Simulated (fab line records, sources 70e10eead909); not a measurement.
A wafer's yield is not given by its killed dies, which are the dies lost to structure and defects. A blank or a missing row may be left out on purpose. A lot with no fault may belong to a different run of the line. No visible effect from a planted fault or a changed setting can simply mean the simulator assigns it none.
Matching of chambers    flow nand-harc    NHARC_P_M1_CMP_23 on cmp-04 has 4 sister chambers
The step polishes, t overpolish 20 s, target thk 157.82 nm. 14 wafers are shown with their chamber, then 7 later ones without.

WAFERS, EACH WITH ITS CHAMBER
wafer   chamber  motor-current-A (A)  time-to-endpoint-s (s)  retaining-ring-pressure-frac
L289.4  1        11.6                 25.4                    1.006
L289.5  2        10.1                 26.3                    1.008
L289.6  3        12.1                 27.0                    1.000
L290.3  0        9.4                  30.5                    1.002
L290.4  2        10.0                 27.0                    1.001
L290.6  2        10.0                 27.0                    1.003
L294.3  3        12.2                 23.3                    0.994
L294.4  2        10.4                 24.6                    0.995
L294.6  3        12.0                 21.2                    0.995
L295.2  3        11.0                 27.3                    0.997
L295.3  2        9.5                  27.1                    1.002
L295.6  3        11.4                 28.1                    1.008
L296.1  2        10.3                 24.6                    0.997
L296.3  1        11.8                 25.7                    0.996

SIGNATURES (means of the wafers above)
reading                       chamber 0  chamber 1  chamber 2  chamber 3  scatter within a chamber
motor-current-A               9.400      11.700     10.050     11.740     0.398
time-to-endpoint-s            30.500     25.550     26.100     25.380     2.07
retaining-ring-pressure-frac  1.00200    1.00100    1.00100    0.99880    0.00532
Rule: for each reading, subtract the chamber's mean from the wafer's reading, divide by that reading's scatter and square the result; add these up over the readings and take the root, which gives the wafer's distance from the chamber. The wafer belongs to the nearest chamber; if the next one is less than 2 further off, it can't be placed. The scatter: take each reading less its chamber's mean, square it, sum over the shown wafers, divide by the number of wafers less the number of chambers, and take the root.

WAFERS WHOSE CHAMBER IS MISSING
wafer   motor-current-A (A)  time-to-endpoint-s (s)  retaining-ring-pressure-frac
L296.5  10.3                 25.1                    0.993
L299.1  9.5                  32.8                    0.994
L299.2  11.3                 31.9                    1.000
L299.4  10.2                 31.9                    1.005
L307.1  11.8                 29.3                    1.001
L307.4  11.6                 27.7                    1.000
L307.6  11.5                 29.0                    1.001

WHICH CHAMBER EACH WENT THROUGH
wafer   from the rows above                in truth
L296.5  2                                  2
L299.1  can't be placed: 0 or 2            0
L299.2  can't be placed: 1 or 3 or 2 or 0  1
L299.4  can't be placed: 0 or 2            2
L307.1  can't be placed: 1 or 3            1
L307.4  can't be placed: 1 or 3            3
L307.6  can't be placed: 1 or 3            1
Correct placement for 1 of the 7. These rows do not allow placing 6 (true chamber among the candidates in 6). 0 placed wrongly.
